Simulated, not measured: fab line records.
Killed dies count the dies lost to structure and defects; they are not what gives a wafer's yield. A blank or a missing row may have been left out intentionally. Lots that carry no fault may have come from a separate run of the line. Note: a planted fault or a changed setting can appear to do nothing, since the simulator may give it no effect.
What tool caused it? ; flow nand harc ; Sampling: 6 lots, 18 wafers, 3 of 1302 route steps

== WHAT THE GAUGES SHOWED, per wafer ==
NHARC_A_M0_OVL_MEAS_10: pitch 160 nm.
lot;measured;on;overlay x nm (nm)
L523;day 23 13:51;overlay-02;0.2 -0.2 -0.1
L525;day 24 02:00;overlay-02;-0.6 -0.3 -0.5
L527;day 25 12:47;overlay-02;-0.9 -1.2 -0.8
L531;day 27 08:06;overlay-01;-0.8 -0.9 -1.6
L540;day 31 05:13;overlay-02;0.3 0.5 0.9
L543;day 32 10:02;overlay-02;-0.4 -0.3 -0.1

== TOOL THAT RAN EACH LOT (tool first, then ch and the chambers of the sampled wafers, then the start) ==
lot;NHARC_A_BLC_PVD_32;NHARC_A_BLC_CVD_24
L523;pvd sputter-01, day 23 13:51 or earlier;cvd w-02 ch 0,1, day 23 13:51 or earlier
L525;pvd sputter-02, day 24 02:00 or earlier;cvd w-02 ch 0,1, day 24 02:00 or earlier
L527;pvd sputter-02, day 25 12:47 or earlier;cvd w-02 ch 0, day 25 12:47 or earlier
L531;pvd sputter-01, day 27 08:06 or earlier;cvd w-01 ch 0,1, day 27 08:06 or earlier
L540;pvd sputter-01, day 31 05:13 or earlier;cvd w-01 ch 0,1, day 31 05:13 or earlier
L543;pvd sputter-03, day 32 10:02 or earlier;cvd w-01 ch 0,1, day 32 10:02 or earlier
- NHARC_A_BLC_PVD_32: deposits Ti, target thk 5 nm, time 17.7 s.
- NHARC_A_BLC_CVD_24: deposits W, target thk 150 nm, time 434 s.

== THE ANSWER, worked out from the rows above alone ==
Rule: the usual values come from the lots themselves. Put in order of their means at a reading, lots are off if they are a third of the lots or fewer, leave a main group of 4 or more, and stand apart from it by a gap of 3 or more times the standard deviation of the main group's means; of several such gaps the widest counts. A main group is skipped when, at the precision printed for the reading in the tables above, its means are all equal. Also off: a lot with no number at a reading for which 4 or more lots have one. The other lots that the step has rows for count as sound.
No lot is off on any of the readings shown, so nothing can be concluded from this.

== WHAT THE SIMULATOR HAD INSERTED ==
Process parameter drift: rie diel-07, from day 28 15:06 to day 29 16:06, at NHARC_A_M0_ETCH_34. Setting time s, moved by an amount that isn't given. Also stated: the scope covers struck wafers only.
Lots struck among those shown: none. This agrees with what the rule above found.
